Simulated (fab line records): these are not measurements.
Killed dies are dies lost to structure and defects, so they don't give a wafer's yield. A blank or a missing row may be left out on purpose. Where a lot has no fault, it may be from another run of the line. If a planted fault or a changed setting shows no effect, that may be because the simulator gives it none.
Chamber matching || flow nand_harc || 4 sister chambers for NHARC_A_M1_CMP_23 on cmp-01
The step polishes, t overpolish 20 s, target thk 154.34 nm. 4 wafers are shown with their chamber, then 9 later ones without.

== WAFERS WITH THEIR CHAMBER ==
{"wafer": "L083.5", "chamber": 2, "motor_current_A (A)": 12.0}
{"wafer": "L089.3", "chamber": 1, "motor_current_A (A)": 12.7}
{"wafer": "L089.5", "chamber": 0, "motor_current_A (A)": 9.8}
{"wafer": "L089.6", "chamber": 3, "motor_current_A (A)": 10.8}

== WAFERS WITH NO CHAMBER GIVEN ==
{"wafer": "L087.2", "motor_current_A (A)": 13.0}
{"wafer": "L087.4", "motor_current_A (A)": 9.5}
{"wafer": "L087.6", "motor_current_A (A)": 9.4}
{"wafer": "L087.1", "motor_current_A (A)": 10.9}
{"wafer": "L087.3", "motor_current_A (A)": 12.0}
{"wafer": "L087.5", "motor_current_A (A)": 12.7}
{"wafer": "L095.1", "motor_current_A (A)": 12.8}
{"wafer": "L095.4", "motor_current_A (A)": 10.8}
{"wafer": "L095.5", "motor_current_A (A)": 9.8}

== WHICH CHAMBER EACH ONE RAN IN ==
{"wafer": "L087.2", "from the rows above": 1, "in truth": 1}
{"wafer": "L087.4", "from the rows above": 0, "in truth": 0}
{"wafer": "L087.6", "from the rows above": 0, "in truth": 0}
{"wafer": "L087.1", "from the rows above": 3, "in truth": 3}
{"wafer": "L087.3", "from the rows above": 2, "in truth": 2}
{"wafer": "L087.5", "from the rows above": 1, "in truth": 1}
{"wafer": "L095.1", "from the rows above": 1, "in truth": 1}
{"wafer": "L095.4", "from the rows above": 3, "in truth": 3}
{"wafer": "L095.5", "from the rows above": 0, "in truth": 0}
Placed correctly: 9 of 9. From these rows, 0 cannot be placed. Number placed wrongly: 0.
How it was worked out, from the rows above alone: a wafer's distance from a chamber is the root of the sum, over the readings, of the square of ((its reading less the chamber's mean) divided by the reading's scatter). If the next closest chamber is less than 2 further off than the closest, the wafer can't be placed; otherwise it belongs to the closest. Each chamber's mean is taken over the wafers shown for it. The scatter (one wafer shown for each chamber): square how far every hidden wafer sits from the nearest shown wafer, average those squares and take the square root.
